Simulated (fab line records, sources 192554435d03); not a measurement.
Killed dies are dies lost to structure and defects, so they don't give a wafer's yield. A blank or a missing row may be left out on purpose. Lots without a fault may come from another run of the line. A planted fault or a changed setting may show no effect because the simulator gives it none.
fab line records | flow n5_finfet
record lots=4 wafers=12 last_day=16
route steps=1938 shown SD_EPI_P@308 SD_ACTIVATION@330 ILD0@335 SDB@347 BEOL_M4@1111 PASSIVATION@1936
lots that met no fault: from a run of the same line without faults
start_h: hours from the record's first day to the start of the lot's first wafer shown | wait_h: hours since the lot's step before | " the same as in the row above | L1.1+2: a row that stands for several wafers | - no value, or no start given | * or withheld: withheld | < > ~ a bound
route shown NAME@n: a module of which the file shows steps, and the number in the route of the first | usual: mean/standard deviation of fault-free wafers | same: alike in all rows | chamber/n: place in a boat | sites: the reading at each site | _std_site: their standard deviation | _edge_site: outer sites' mean less inner sites' | radius_mm: how far each site lies from the wafer's centre | mask NAME#n: copy n | behind: the tool/chamber that last shaped the wafer | hold: why the lot was held/for how many hours/how that ended | device: the transistor (n, p or np) that didn't switch | end of line: the same wafers' tests at the end of the route | a step without rows: its recipe alone | killed: dies lost to structure and defects at the first sort, not the wafer's yield | map: a wafer's dies, x killed, . not, _ none there
set.NAME: the setting as run; set.NAME@STEP: as run at that earlier step | model.NAME: the simulator's own value behind a step, which no gauge read
lots at some steps of the route; a table a step, a row a wafer
services: from which hour (start_h, from the record's first day; less than 0 if before it) a tool's chamber was out of use, for how many hours, and why
## steps
# step N5_SD_EPI_P_ETCH_37
# recipe chemistry=N2/H2 target=SOC overetch_a=1080 mask_material=SiARC temp_c=40 ion_energy_ev=100 source_w=3000 bias_w=133 pressure_mtorr=20 time_s=486 n2_flow_sccm=200 h2_flow_sccm=200 ends=end_point
# step N5_SD_EPI_P_STRIP_38
# recipe chemistry=N2/H2 temp_c=40 n2_flow_sccm=200 h2_flow_sccm=200 rf_frequency_hz=6e+07
# step N5_SD_EPI_P_ETCHBACK_46
# recipe chemistry=CH3F/O2 mode=anisotropic_etchback target=SiNx target_depth_a=175 stop_on=SiO2 over_etch_frac=0.3 ion_energy_ev=120 pressure_mtorr=30 source_w=395 bias_w=73 Ar_flow_sccm=150 CH3F_flow_sccm=30 O2_flow_sccm=20
# step N5_SD_EPI_P_ETCH_47
# recipe chemistry=CH3F/O2 target=SiOCN target_depth_a=250 mask_material=SOC ion_energy_ev=60 bias_w=29 pressure_mtorr=30 source_w=410 Ar_flow_sccm=150 CH3F_flow_sccm=30 O2_flow_sccm=20
# step N5_SD_EPI_P_ETCH_16
# recipe chemistry=CHF3/O2 target=SiO2 target_depth_a=50 mask_material=SOC pressure_mtorr=30 source_w=650 bias_w=170 Ar_flow_sccm=200 CHF3_flow_sccm=50 O2_flow_sccm=5 ion_energy_ev=200
# step N5_SD_EPI_P_STRIP_50
# recipe chemistry=CHF3/O2 resist=SiARC rf_frequency_hz=6e+07
# step N5_SD_EPI_P_SD_RECESS_17
# recipe chemistry=HBr/Cl2/O2 target_depth_a=391 bt_time_s=3 pressure_mtorr=10 icp_w=800 bias_w=112 HBr_flow_sccm=150 Cl2_flow_sccm=80 O2_flow_sccm=12
# step N5_SD_EPI_P_WET_ETCH_45
# recipe chemistry=dHF dilution=withheld time_s=10.7 target=SiO2 target_depth_a=20 temp_c=25 dry=ipa_marangoni rinse_time_s=30 rinse_temp_c=23
# step N5_SD_EPI_P_STRIP_40
# recipe chemistry=N2/H2 power_w=1000 temp_c=250 h2_frac=0.65 overash_fraction=0.3 pressure_mtorr=withheld n2_flow_sccm=1750 h2_flow_sccm=3250
# step N5_SD_EPI_P_PRECLEAN_52
# recipe chemistry=O3/DIW time_s=60 temp_c=22 o3_ppm=10
# step N5_SD_EPI_P_SRD_20
# recipe dry=ipa_marangoni do_ppb=5 time_s=30 temp_c=23 rinse_liquid=diw
# step N5_SD_EPI_P_PRECLEAN_51
# recipe chemistry=NF3:NH3 afs_cycles=1 temp_c=30 time_s=20 sublimation_temp_c=180 sublimation_time_s=60 pressure_torr=3 rf_power_w=30
# step N5_SD_EPI_P_VAPOR_ETCH_44
# recipe chemistry=NF3/Ar target=SiGe30 temp_c=25 time_s=3.3 mode=isotropic
# columns lot.wafer tool chamber start_h wait_h
L983.1+4+6 epi_rpcvd-01 0 55.46 0.1
L988.2+4+6 epi_rpcvd-04 0 85.38 0.1
L995.1+4+5 epi_rpcvd-04 0 131.35 0.2
L995.1+4+5 epi_rpcvd-04 0 131.75 0.4
L999.2+3+6 epi_rpcvd-02 0 151.38 0.1
L999.2+3+6 epi_rpcvd-02 0 151.73 0.3
# step N5_SD_EPI_P_EPI_21
# recipe material=SiGe:B dopant=B temp_c=550 pressure_torr=20 ambient=H2 time_s=355
# step N5_SD_EPI_P_HM_STRIP_48
# recipe chemistry=H3PO4 temp_c=160 material=SiNx target=SiNx target_depth_a=30 overetch_fraction=0.3
# step N5_SD_EPI_P_SRD_49
# recipe dry=ipa_marangoni time_s=30 temp_c=23 rinse_liquid=diw
# step N5_SD_EPI_P_PRECLEAN_24
# recipe chemistry=O3/DIW time_s=45 temp_c=22 o3_ppm=10
# step N5_SD_EPI_P_PRECLEAN_32
# recipe chemistry=dHF time_s=10 dilution=500:1 temp_c=25
# step N5_SD_EPI_P_PRECLEAN_33
# recipe chemistry=SC2 time_s=45 temp_c=35 mix=1:1:50
# step N5_SD_EPI_P_SRD_25
# recipe time_s=30 temp_c=23 rinse_liquid=diw dry=ipa_marangoni
# step N5_SD_ACTIVATION_RTA_00
# recipe temp_c=975 time_s=0 ambient=N2 idle_temp_c=600 ramp_up_c_per_s=150 ramp_down_c_per_s=60 cool_to_c=600
# step N5_SD_ACTIVATION_LSA_01
# recipe temp_c=1080 time_s=0.0008 ambient=N2
# step N5_ILD0_LINER_00
# recipe material=SiNx target_thk_a=40 temp_c=400 ald_precursor_family=SiH2I2 ald_co_reactant=N2/H2-plasma pulse_time_s=1 purge_time_s=2 co_reactant_purge_time_s=2 ald_cycles=80 pressure_torr=2
# step N5_ILD0_FCVD_FILL_01
# recipe material=SiO2_flowable target_thk_a=2000 temp_c=100 pressure_torr=0.8 rf_w=2000 time_s=328.3
# step N5_ILD0_CURE_02
# recipe temp_c=450 time_s=1800 ambient=steam idle_temp_c=400 ramp_up_c_per_min=5 ramp_down_c_per_min=3 densification_p_h2o_torr=640
# step N5_ILD0_CMP_03
# recipe stop_on=SiNx t_overpolish_s=1.9 post_cmp_clean=alkaline_brush down_force_psi=4.1491 platen_rpm=51.796 pad_velocity_m_s=1.0306 target_thk_nm=197.38
# step N5_ILD0_CMP_07
# recipe stop_on=poly-Si material=SiO2_flowable t_overpolish_s=1.18 post_cmp_clean=alkaline_brush down_force_psi=4.1491 platen_rpm=51.796 pad_velocity_m_s=1.0306 target_thk_nm=138.88
# step N5_ILD0_PRECLEAN_10
# recipe chemistry=NF3:NH3 afs_cycles=5 time_s=20 temp_c=30 sublimation_temp_c=180 sublimation_time_s=60 pressure_torr=3 rf_power_w=30
# step N5_ILD0_ALD_15
# recipe material=SiNx target_thk_a=240 temp_c=400 ald_precursor_family=SiH2I2 ald_co_reactant=N2/H2-plasma pulse_time_s=1 ald_cycles=480 purge_time_s=2 co_reactant_purge_time_s=2 pressure_torr=2
# step N5_ILD0_CMP_12
# recipe stop_on=poly-Si material=SiNx t_overpolish_s=6 post_cmp_clean=alkaline_brush down_force_psi=2.5 platen_rpm=51.8 pad_velocity_m_s=1.0307 target_thk_nm=17.67
# step N5_SDB_HM_DEP_00
# recipe material=SiNx target_thk_a=400 temp_c=400 precursor=SiH4/NH3/N2 pressure_torr=1.5 rf_w=300 time_s=35.3
# step N5_SDB_COAT_03
# recipe resist=SOC temp_c=250 time_s=60 spin_rpm=1500 resist_thk_nm=100
# step N5_SDB_COAT_04
# recipe resist=SiARC temp_c=220 time_s=60 spin_rpm=1500 resist_thk_nm=18
# step N5_BEOL_M4_RC_MEAS_101
# usual DIBL_N=36.9/1.7 DIBL_P=37.3/2.3 IOFF_N=0.16/0.033 IOFF_P=0.22/0.04 ION_N=673/12 ION_P=463/8 SS_N=71.6/0.58 SS_P=73.4/0.74 VT_N=250/3.2 VT_P=-250/3.4
# columns lot.wafer tool chamber start_h wait_h DIBL_N[mV/V] DIBL_P[mV/V] IOFF_N[nA/um] IOFF_P[nA/um] ION_N[uA/um] ION_P[uA/um] SS_N[mV/dec] SS_P[mV/dec] VT_N[mV] VT_P[mV]
L983.1 prober-01 0 165.63 0.0 35.3 35.2 0.14 0.19 664 458 71.4 72.5 251 -252
L983.4 " 0 " " 39.5 41.3 0.25 0.30 687 469 72.6 74.3 247 -247
L983.6 " 0 " " 38.5 39.8 0.22 0.28 680 467 71.9 73.9 244 -248
L988.2 prober-01 0 199.22 0.2 36.1 34.8 0.16 0.18 673 453 71.5 72.3 251 -256
L988.4 " 0 " " 35.4 34.3 0.14 0.18 664 453 71.2 73.9 253 -256
L988.6 " 0 " " 34.9 33.6 0.15 0.17 675 452 70.8 72.5 249 -254
L995.1 prober-01 0 256.26 0.0 38.4 - 0.19 - 691 - 72.0 - 249 -
L995.4 " 0 " " 37.3 - 0.17 - 687 - 71.6 - 249 -
L995.5 " 0 " " 37.9 - 0.17 - 674 - 71.4 - 250 -
L999.2 prober-02 0 279.04 0.3 34.5 - 0.13 - 674 - 71.5 - 253 -
L999.3 " 0 " " 36.8 - 0.17 - 669 - 72.0 - 248 -
L999.6 " 0 " " 34.4 - 0.13 - 663 - 71.2 - 251 -
# step N5_PASSIVATION_PROBE_49
# usual defect_limited_yield=91.2/1.3 killed_at_M0_to_M3=34/10 killed_at_M4_up=13/4.6 killed_at_contacts=13/5.5 killed_at_front_end=41/12 killed_at_other=2.8/2.4 killed_dies=104/16 killed_open=67/12 killed_short=33/7.2 sort_bin_4_leakage=0.00/0.012 sort_bin_5_function=5.1/0.86 sort_bin_6_memory=3.3/0.62 sort_n_pass=1076/16 sort_yield_pct=91.2/1.3
# same gross_dies=1180 killed_at_back_side=0 sort_bin_8_speed[%]=0
# columns lot.wafer tool chamber start_h wait_h defect_limited_yield[%] killed_at_M0_to_M3 killed_at_M4_up killed_at_contacts killed_at_front_end killed_at_other killed_dies killed_open killed_short sort_bin_4_leakage[%] sort_bin_5_function[%] sort_bin_6_memory[%] sort_n_pass sort_yield_pct[%]
L988.2 prober-02 - 317.44 0.1 89.5 23 23 7 63 8 124 85 35 0 6.4 3.7 1056 89.5
L988.4 prober-02 - 317.54 0.2 91.5 25 8 5 57 5 100 59 28 0 4.7 2.9 1080 91.5
L988.6 prober-02 - 317.64 0.3 91.7 35 7 11 43 2 98 65 28 0 5.1 2.8 1082 91.7
L995.1 prober-02 - 364.53 0.0 93.1 30 11 13 27 1 82 46 32 93.05 3.9 2.7 0 0
L995.4 prober-02 - 364.68 0.2 92.0 32 10 8 42 2 94 62 28 92.03 5.0 2.5 0 0
L995.5 prober-02 - 364.73 0.2 90.6 49 8 12 40 2 111 59 49 90.59 6.1 2.6 0 0
L999.2 prober-02 - 376.33 0.1 91.9 32 17 10 37 0 96 63 30 91.86 4.5 3.3 0 0
L999.3 prober-02 - 376.38 0.1 91.5 51 11 10 28 0 100 54 44 91.53 4.8 3.4 0 0
L999.6 prober-02 - 376.53 0.3 90.4 47 17 15 29 5 113 78 27 90.42 6.3 3.1 0 0
# killed by level:class
L988.2 FIN_SAQP:geometric_particle:open=14 FIN_SAQP:geometric_particle:short=12 BEOL_M4:geometric_particle:open=8 DUMMY_GATE:geometric_particle:open=7 STI_FIN_REVEAL:geometric_particle:open=6 BEOL_M3:geometric_particle:open=6 STARTING-WAFER:geometric_particle:short=6 MOL_CONTACT_COAG:geometric_particle:open=5
L988.4 FIN_SAQP:geometric_particle:open=15 FIN_SAQP:geometric_particle:short=8 STI_FIN_REVEAL:geometric_particle:open=7 BEOL_M3:geometric_particle:open=7 GATE_CUT:geometric_particle:short=5 HKMG_FIN:area_etch=5 DUMMY_GATE:geometric_particle:open=4 MOL_CONTACT_COAG:geometric_particle:open=4
L988.6 BEOL_M3:geometric_particle:open=11 FIN_SAQP:geometric_particle:short=8 MOL_CONTACT_COAG:geometric_particle:open=8 FIN_SAQP:geometric_particle:open=7 DUMMY_GATE:geometric_particle:open=7 BEOL_M0_SAQP:geometric_particle:open=6 BEOL_M0_SAQP:geometric_particle:short=6 BEOL_M2:geometric_particle:open=6
L995.1 BEOL_M3:geometric_particle:open=10 MOL_CONTACT_COAG:geometric_particle:open=8 BEOL_M0_SAQP:geometric_particle:short=8 GATE_CUT:geometric_particle:short=5 MOL_CONTACT_COAG:geometric_particle:short=5 BEOL_M1:geometric_particle:open=5 BEOL_M4:geometric_particle:open=4 STARTING-WAFER:geometric_particle:short=4
L995.4 GATE_CUT:geometric_particle:short=11 BEOL_M0_SAQP:geometric_particle:open=10 BEOL_M3:geometric_particle:open=10 GATE_CUT:geometric_particle:open=8 MOL_CONTACT_COAG:geometric_particle:open=8 BEOL_M4:geometric_particle:open=6 BEOL_M0_SAQP:geometric_particle:short=4 FIN_SAQP:geometric_particle:open=3
L995.5 BEOL_M0_SAQP:geometric_particle:short=20 BEOL_M3:geometric_particle:open=11 BEOL_M0_SAQP:geometric_particle:open=10 FIN_SAQP:geometric_particle:short=9 MOL_CONTACT_COAG:geometric_particle:open=9 GATE_CUT:geometric_particle:short=6 GATE_CUT:geometric_particle:open=6 FIN_SAQP:geometric_particle:open=5
L999.2 MOL_CONTACT_COAG:geometric_particle:open=8 BEOL_M0_SAQP:geometric_particle:short=8 BEOL_M4:geometric_particle:open=8 DUMMY_GATE:geometric_particle:open=7 FIN_SAQP:geometric_particle:open=6 STI_FIN_REVEAL:geometric_particle:open=6 GATE_CUT:geometric_particle:short=6 BEOL_M0_SAQP:geometric_particle:open=6
L999.3 BEOL_M0_SAQP:geometric_particle:short=15 BEOL_M0_SAQP:geometric_particle:open=14 MOL_CONTACT_COAG:geometric_particle:open=7 BEOL_M3:geometric_particle:short=7 FIN_SAQP:geometric_particle:open=6 FIN_SAQP:geometric_particle:short=5 STI_FIN_REVEAL:geometric_particle:open=5 BEOL_M1:geometric_particle:short=4
L999.6 BEOL_M2:geometric_particle:open=11 BEOL_M3:geometric_particle:open=10 MOL_CONTACT_COAG:geometric_particle:open=9 FIN_SAQP:geometric_particle:open=8 BEOL_M1:geometric_particle:open=8 BEOL_M0_SAQP:geometric_particle:open=7 BEOL_M0_SAQP:geometric_particle:short=7 STI_FIN_REVEAL:geometric_particle:open=5
# map L995.5 (x killed, . not)
_________________...x......x.________________
______________........x........._____________
___________..........x.............__________
__________...x...x.......x.........._________
________.......x......................_______
_______x............x..x..x...x.......x______
______....................x.xx.........._____
_____...............x.................x..____
____....x..x...............x.............x___
___........................................__
___.....x................xx..............x.__
__x..................................x......_
__.x..........x............x.........x......_
_...................x........................
_...x........xx..........x.xx................
_.x...............x..x...x.x....x............
_......xxx........x...x...x....xx............
_.......................x....................
_...x............xx..................x.......
_.............x....x....................x..x.
_....xx...x..............x..x................
__.x..x....................................._
__..................................xx..x..._
___x......x...x..x..x...x...xxx............__
___....x.........x....x................x...__
____.......x.....x...........x......x.....___
_____.....x....x.......x.................____
______...........................x...x.._____
_______...x........x....x..........x...______
________..x.x........................x_______
__________.....x................x..._________
___________.x......xx.x............__________
______________........x......x.._____________
_________________......x.....________________
# map L999.6 (x killed, . not)
_________________............________________
______________.............x...._____________
___________.x...........x..........__________
__________.....................xx..._________
________.............x..............x._______
_______........x...x..................x______
______....x.....x..........x............_____
_____.x..............................xx..____
____.....x..................x.....x.xx....___
___..............x...............x..x.x....__
___......x.........x.............x.........__
__....x..........x.x...........x............_
__.xx..........x.....................x......_
_................................x.......x...
_....xx...................x......x......x....
_x......x........x..x........................
_........x........x..........................
_....x......x...x......x.......x.............
_........................x...x........x..x...
_.....xx....x..xx........x.................x.
_x..............x....xx.....x.x..............
__.............x....x...........x..........._
__xx.........................xx..x.........._
___..........x.x.....x.xx.x................__
___.......................x.........x......__
____.............x.......x.........x......___
_____.................xx.x....x..........____
______.....................x....x.x....._____
_______..................x.............______
________....x.................x....x.._______
__________.............xxx.........x_________
___________xx...........x...x......__________
______________...............xx._____________
_________________.....x.....x________________
## services
# columns tool chamber start_h hours kind
epi_rpcvd-02 - 48.07 0.6 repair
epi_rpcvd-04 - 103.69 6.0 pm
epi_rpcvd-01 - 126.69 8.1 pm
## key
first_sign step=N5_SD_EPI_P_VAPOR_ETCH_44 reading=visit direction=added
effect step=N5_PASSIVATION_PROBE_49 reading=sort_bin_4_leakage direction=up sigmas=99+ usual=0.00 struck=91.58
met_at N5_SD_EPI_P_VAPOR_ETCH_44
struck_wafers L995.1,L995.4,L995.5,L999.2,L999.3,L999.6
fault kind=repeated_step_whole tool=epi_rpcvd-01,epi_rpcvd-02,epi_rpcvd-04 chamber=- onset_h=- steps=N5_SD_EPI_P_VAPOR_ETCH_44 times=1 scope=struck_lots_only
